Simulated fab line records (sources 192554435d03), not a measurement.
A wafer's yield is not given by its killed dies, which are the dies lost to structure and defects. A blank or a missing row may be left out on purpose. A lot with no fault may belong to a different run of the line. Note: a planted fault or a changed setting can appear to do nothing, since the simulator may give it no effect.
Lot-split experiment :: flow n5_finfet :: 7 lots, 21 wafers read, on a route of 1938 steps

## THE SPLIT
At N5_GATE_CUT_COAT_35 (time 60 s, resist thk 10 nm), the setting spin_rpm was moved away from the recipe's 1500 rpm on 8 of the 21 wafers read, by -4.2% to +10.7%. All remaining wafers had this setting at the recipe value.

## FROM THE SPLIT TO THE READING: what the file shows between them, 6 steps
- N5_GATE_CUT_COAT_27: time 60 s, resist thk 10 nm (also split here: temp_c)
- N5_GATE_CUT_COAT_07: resist thk 30 nm
- N5_GATE_CUT_EBR_09
- N5_GATE_CUT_DESCUM_18: chemistry O2, time 7 s
- N5_GATE_CUT_ETCH_28: etches underlayer in N2/H2, target depth 13 nm, time 10.4 s
- N5_GATE_CUT_ETCH_36: etches SiARC in CF4, target depth 13 nm, time 21.7 s

## THE READING
SiARC_of_GATE_CUT_COAT_35.thk_nm (the simulator's own value, which no gauge read), in nm, at N5_GATE_CUT_ETCH_37 (etches SOC in N2/H2, target depth 60 nm, overetch 12 nm, time 90 s). The file gives no usual value for it. Across the 13 wafers here that went through the recipe, the average is 6.0 nm and the standard deviation 0.078 nm.

wafer: L076.2
tool, chamber at the split: litho_track-03, 0
spin_rpm as run, rpm: 1500
against the recipe: recipe
SiARC_of_GATE_CUT_COAT_35.thk_nm, nm: 6
against lot-mates on the recipe: -

wafer: L076.3
tool, chamber at the split: litho_track-03, 0
spin_rpm as run, rpm: 1500
against the recipe: recipe
SiARC_of_GATE_CUT_COAT_35.thk_nm, nm: 6
against lot-mates on the recipe: -

wafer: L076.6
tool, chamber at the split: litho_track-03, 0
spin_rpm as run, rpm: 1500
against the recipe: recipe
SiARC_of_GATE_CUT_COAT_35.thk_nm, nm: 6
against lot-mates on the recipe: -

wafer: L077.1
tool, chamber at the split: litho_track-03, 0
spin_rpm as run, rpm: 1582
against the recipe: +5.5%
SiARC_of_GATE_CUT_COAT_35.thk_nm, nm: 5.8
against lot-mates on the recipe: -0.2

wafer: L077.3
tool, chamber at the split: litho_track-03, 0
spin_rpm as run, rpm: 1500
against the recipe: recipe
SiARC_of_GATE_CUT_COAT_35.thk_nm, nm: 6
against lot-mates on the recipe: -

wafer: L077.5
tool, chamber at the split: litho_track-03, 0
spin_rpm as run, rpm: 1500
against the recipe: recipe
SiARC_of_GATE_CUT_COAT_35.thk_nm, nm: 6
against lot-mates on the recipe: -

wafer: L089.1
tool, chamber at the split: litho_track-04, 0
spin_rpm as run, rpm: 1500
against the recipe: recipe
SiARC_of_GATE_CUT_COAT_35.thk_nm, nm: 6
against lot-mates on the recipe: -

wafer: L089.4
tool, chamber at the split: litho_track-04, 0
spin_rpm as run, rpm: 1500
against the recipe: recipe
SiARC_of_GATE_CUT_COAT_35.thk_nm, nm: 6
against lot-mates on the recipe: -

wafer: L089.5
tool, chamber at the split: litho_track-04, 0
spin_rpm as run, rpm: 1661
against the recipe: +10.7%
SiARC_of_GATE_CUT_COAT_35.thk_nm, nm: 5.6
against lot-mates on the recipe: -0.4

wafer: L090.2
tool, chamber at the split: litho_track-04, 0
spin_rpm as run, rpm: 1594
against the recipe: +6.3%
SiARC_of_GATE_CUT_COAT_35.thk_nm, nm: 5.6
against lot-mates on the recipe: -0.2

wafer: L090.3
tool, chamber at the split: litho_track-04, 0
spin_rpm as run, rpm: 1594
against the recipe: +6.3%
SiARC_of_GATE_CUT_COAT_35.thk_nm, nm: 5.8
against lot-mates on the recipe: +0.0

wafer: L090.6
tool, chamber at the split: litho_track-04, 0
spin_rpm as run, rpm: 1500
against the recipe: recipe
SiARC_of_GATE_CUT_COAT_35.thk_nm, nm: 5.8
against lot-mates on the recipe: -

wafer: L094.1
tool, chamber at the split: litho_track-01, 0
spin_rpm as run, rpm: 1607
against the recipe: +7.1%
SiARC_of_GATE_CUT_COAT_35.thk_nm, nm: 5.6
against lot-mates on the recipe: no lot-mate on the recipe

wafer: L094.2
tool, chamber at the split: litho_track-01, 0
spin_rpm as run, rpm: 1607
against the recipe: +7.1%
SiARC_of_GATE_CUT_COAT_35.thk_nm, nm: 5.6
against lot-mates on the recipe: no lot-mate on the recipe

wafer: L094.3
tool, chamber at the split: litho_track-01, 0
spin_rpm as run, rpm: 1607
against the recipe: +7.1%
SiARC_of_GATE_CUT_COAT_35.thk_nm, nm: 5.6
against lot-mates on the recipe: no lot-mate on the recipe

wafer: L095.1
tool, chamber at the split: litho_track-04, 0
spin_rpm as run, rpm: 1500
against the recipe: recipe
SiARC_of_GATE_CUT_COAT_35.thk_nm, nm: 6
against lot-mates on the recipe: -

wafer: L095.5
tool, chamber at the split: litho_track-04, 0
spin_rpm as run, rpm: 1500
against the recipe: recipe
SiARC_of_GATE_CUT_COAT_35.thk_nm, nm: 6
against lot-mates on the recipe: -

wafer: L095.2
tool, chamber at the split: litho_track-04, 0
spin_rpm as run, rpm: 1500
against the recipe: recipe
SiARC_of_GATE_CUT_COAT_35.thk_nm, nm: 6.2
against lot-mates on the recipe: -

wafer: L097.4
tool, chamber at the split: litho_track-03, 0
spin_rpm as run, rpm: 1500
against the recipe: recipe
SiARC_of_GATE_CUT_COAT_35.thk_nm, nm: 6
against lot-mates on the recipe: -

wafer: L097.6
tool, chamber at the split: litho_track-03, 0
spin_rpm as run, rpm: 1500
against the recipe: recipe
SiARC_of_GATE_CUT_COAT_35.thk_nm, nm: 6
against lot-mates on the recipe: -

wafer: L097.5
tool, chamber at the split: litho_track-03, 0
spin_rpm as run, rpm: 1437
against the recipe: -4.2%
SiARC_of_GATE_CUT_COAT_35.thk_nm, nm: 6.2
against lot-mates on the recipe: +0.2

THE FIT
A straight line over all 21 wafers: SiARC_of_GATE_CUT_COAT_35.thk_nm changes by -0.0468 nm for each +1% of spin_rpm; r = -0.91; the points scatter about the line by 0.082 nm.
The same after taking each lot's own level away (the mean of its wafers on the recipe; 18 wafers): -0.0321 nm for each +1%; r = -0.86; scatter 0.068 nm.
That fit puts the effect of the largest move of spin_rpm on the reading at 0.34 nm.
Across the lots, their own levels run from 5.80 to 6.07 nm, a range of 3.4 times the standard deviation given above.
Hence the slope depends on the lot-to-lot level, as the two fits are not the same.
Check: -0.273 nm against its lot-mates is what the line predicts for one of the wafers moved furthest among these (+10.7%) when that wafer is left out of the fit. Against them it came out at -0.4 nm.

## ADDITIONAL SPLITS CARRIED BY THESE WAFERS
These wafers also went through other splits before the reading. Each is held against what the fit with the lots' levels taken away leaves over:
other split on the same wafers: N5_SD_EPI_P_EPI_21 temp_c
wafers away from the commonest value: 8
r with SiARC_of_GATE_CUT_COAT_35.thk_nm (lot level and that fit taken away): +0.11

other split on the same wafers: N5_ILD0_CMP_12 down_force_psi
wafers away from the commonest value: 4
r with SiARC_of_GATE_CUT_COAT_35.thk_nm (lot level and that fit taken away): +0.07

other split on the same wafers: N5_HKMG_FIN_ETCH_31 bias_w
wafers away from the commonest value: 8
r with SiARC_of_GATE_CUT_COAT_35.thk_nm (lot level and that fit taken away): -0.18

other split on the same wafers: N5_GATE_CUT_COAT_27 temp_c
wafers away from the commonest value: 11
r with SiARC_of_GATE_CUT_COAT_35.thk_nm (lot level and that fit taken away): +0.05

## THE WHOLE CHAIN: every reading that the file lists as answering this split, in the file's order
step: N5_GATE_CUT_COAT_35
what it does: time 60 s, resist thk 10 nm
reading: SiARC_of_GATE_CUT_COAT_35.thk_nm (the simulator's own value, which no gauge read)
change (the file's fit): -0.037 nm for each +1% of the setting
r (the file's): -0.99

step: N5_GATE_CUT_ETCH_36
what it does: etches SiARC in CF4, target depth 13 nm, time 21.7 s
reading: etch.depth_nm (the simulator's own value, which no gauge read)
change (the file's fit): -0.0451 nm for each +1% of the setting
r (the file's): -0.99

step: N5_GATE_CUT_ETCH_37
what it does: etches SOC in N2/H2, target depth 60 nm, overetch 12 nm, time 90 s
reading: SiARC_of_GATE_CUT_COAT_35.thk_nm (the simulator's own value, which no gauge read)
change (the file's fit): -0.0339 nm for each +1% of the setting
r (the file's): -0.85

## FILE'S OWN FIT
SiARC_of_GATE_CUT_COAT_35.thk_nm changes by -0.0339 nm for each +1% of spin_rpm, r = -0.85.
